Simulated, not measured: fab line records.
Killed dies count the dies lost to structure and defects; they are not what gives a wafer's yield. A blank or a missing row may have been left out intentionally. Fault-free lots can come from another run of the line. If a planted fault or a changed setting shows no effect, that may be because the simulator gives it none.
Chamber matching / flow nand-harc / 4 sister chambers for NHARC_A_STAIRCASE_ETCH_313 on rie-diel-02
The step etches the open film in CF4/CHF3. 8 wafers are shown with their chamber, then 7 later ones without.

## WAFERS, EACH WITH ITS CHAMBER
wafer=L083.3; chamber=3; drypump-motor-current-A (A)=5.3; rf-vpp-V (V)=366.8
wafer=L083.5; chamber=3; drypump-motor-current-A (A)=5.2; rf-vpp-V (V)=366.4
wafer=L083.6; chamber=2; drypump-motor-current-A (A)=5.7; rf-vpp-V (V)=367.7
wafer=L088.1; chamber=0; drypump-motor-current-A (A)=6.1; rf-vpp-V (V)=370.1
wafer=L088.2; chamber=1; drypump-motor-current-A (A)=6.0; rf-vpp-V (V)=371.6
wafer=L088.4; chamber=2; drypump-motor-current-A (A)=5.7; rf-vpp-V (V)=366.7
wafer=L087.1; chamber=0; drypump-motor-current-A (A)=6.1; rf-vpp-V (V)=370.0
wafer=L087.3; chamber=1; drypump-motor-current-A (A)=6.0; rf-vpp-V (V)=371.0

## WAFERS MISSING THEIR CHAMBER
wafer=L087.4; drypump-motor-current-A (A)=5.2; rf-vpp-V (V)=367.0
wafer=L091.1; drypump-motor-current-A (A)=5.7; rf-vpp-V (V)=367.2
wafer=L091.4; drypump-motor-current-A (A)=6.1; rf-vpp-V (V)=369.4
wafer=L091.6; drypump-motor-current-A (A)=5.2; rf-vpp-V (V)=366.9
wafer=L090.3; drypump-motor-current-A (A)=5.2; rf-vpp-V (V)=366.6
wafer=L090.5; drypump-motor-current-A (A)=5.2; rf-vpp-V (V)=366.6
wafer=L090.6; drypump-motor-current-A (A)=5.7; rf-vpp-V (V)=367.8

## EACH ONE'S CHAMBER
wafer=L087.4; from the rows above=3; in truth=3
wafer=L091.1; from the rows above=2; in truth=2
wafer=L091.4; from the rows above=0; in truth=0
wafer=L091.6; from the rows above=3; in truth=3
wafer=L090.3; from the rows above=3; in truth=3
wafer=L090.5; from the rows above=3; in truth=3
wafer=L090.6; from the rows above=2; in truth=2
Placed correctly: 7 of 7. Left unplaced by these rows: 0. Wrongly placed: 0.
How it was worked out, from the rows above alone: a wafer's distance from a chamber is the root of the sum, over the readings, of the square of ((its reading less the chamber's mean) divided by the reading's scatter). The wafer belongs to the nearest chamber; if the next one is less than 2 further off, it can't be placed. Each chamber's mean is taken over the wafers shown for it. The scatter: take each reading less its chamber's mean, square it, sum over the shown wafers, divide by the number of wafers less the number of chambers, and take the root.
